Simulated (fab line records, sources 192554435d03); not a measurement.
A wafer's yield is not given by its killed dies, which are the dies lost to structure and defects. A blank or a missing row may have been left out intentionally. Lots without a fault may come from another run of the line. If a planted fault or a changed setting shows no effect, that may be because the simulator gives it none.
Split-lot study | flow n5Finfet | on a route of 1938 steps: 7 lots, 21 wafers read

## SPLIT DETAILS
At N5_SDB_ETCH_17 (etches SiARC in CF4, target depth 23.4 nm, time 39 s), the setting biasW was moved away from the recipe's 36 W on 8 of the 21 wafers read, by -17.2% to +17.4%. All remaining wafers had this setting at the recipe value.

The split's own step is where the reading is taken.

## THE READING
rfVppV, in V, at N5_SDB_ETCH_17 (etches SiARC in CF4, target depth 23.4 nm, time 39 s). A value of 184.2 V with a standard deviation of 1.2 V is what fault-free wafers of this fab line usually give.

wafer  | tool, chamber at the split | biasW as run, W | against the recipe | rfVppV, V | against lot-mates on the recipe
L078.1 | rieDiel-06, 0              | 41.44           | +15.1%             | 203.7     | +19.8
L078.4 | rieDiel-06, 3              | 36              | recipe             | 182.4     | -
L078.5 | rieDiel-06, 0              | 36              | recipe             | 185.4     | -
L079.1 | rieDiel-01, 1              | 42.28           | +17.4%             | 204.1     | no lot-mate on the recipe
L079.2 | rieDiel-01, 0              | 42.28           | +17.4%             | 204.8     | no lot-mate on the recipe
L079.6 | rieDiel-01, 2              | 42.28           | +17.4%             | 205.6     | no lot-mate on the recipe
L080.1 | rieDiel-06, 3              | 36              | recipe             | 184.4     | -
L080.2 | rieDiel-06, 1              | 36              | recipe             | 185.0     | -
L080.3 | rieDiel-06, 0              | 36              | recipe             | 185.0     | -
L082.2 | rieDiel-01, 1              | 36              | recipe             | 183.1     | -
L082.4 | rieDiel-01, 2              | 39.43           | +9.5%              | 195.3     | +11.6
L082.6 | rieDiel-01, 1              | 36              | recipe             | 184.4     | -
L083.1 | rieDiel-01, 0              | 36              | recipe             | 182.7     | -
L083.5 | rieDiel-01, 0              | 31.33           | -13.0%             | 168.0     | -15.3
L083.6 | rieDiel-01, 1              | 36              | recipe             | 184.0     | -
L085.4 | rieDiel-06, 2              | 39.17           | +8.8%              | 193.9     | +9.0
L085.5 | rieDiel-06, 1              | 36              | recipe             | 184.4     | -
L085.6 | rieDiel-06, 0              | 36              | recipe             | 185.5     | -
L097.2 | rieDiel-06, 3              | 36              | recipe             | 183.2     | -
L097.3 | rieDiel-06, 0              | 36              | recipe             | 185.1     | -
L097.5 | rieDiel-06, 3              | 29.82           | -17.2%             | 162.1     | -22.0

FIT RESULTS
A straight line over all 21 wafers: rfVppV changes by +1.22 V for each +1% of biasW; r = +1.00; the points scatter about the line by 0.99 V.
The same after taking each lot's own level away (the mean of its wafers on the recipe; 18 wafers): +1.24 V for each +1%; r = +0.99; scatter 0.97 V.
On that fit, the largest move of biasW shifts the reading by 22 V.
Across the lots, their own levels run from 183.35 to 184.95 V, a range of 1.3 times the standard deviation given above.
The two slopes are in agreement: the lot-to-lot level therefore moves the slope only a little.
Check: for one of the wafers moved furthest among these (-17.2%), held out of the fit, the line's prediction against its lot-mates is -20.9 V. It came out at -22 V against them.
Tool readings at the split's step, against how far the setting was moved: rfVppV r = +1.00.

## FILE'S OWN FIT
rfVppV changes by +1.24 V for each +1% of biasW, r = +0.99.
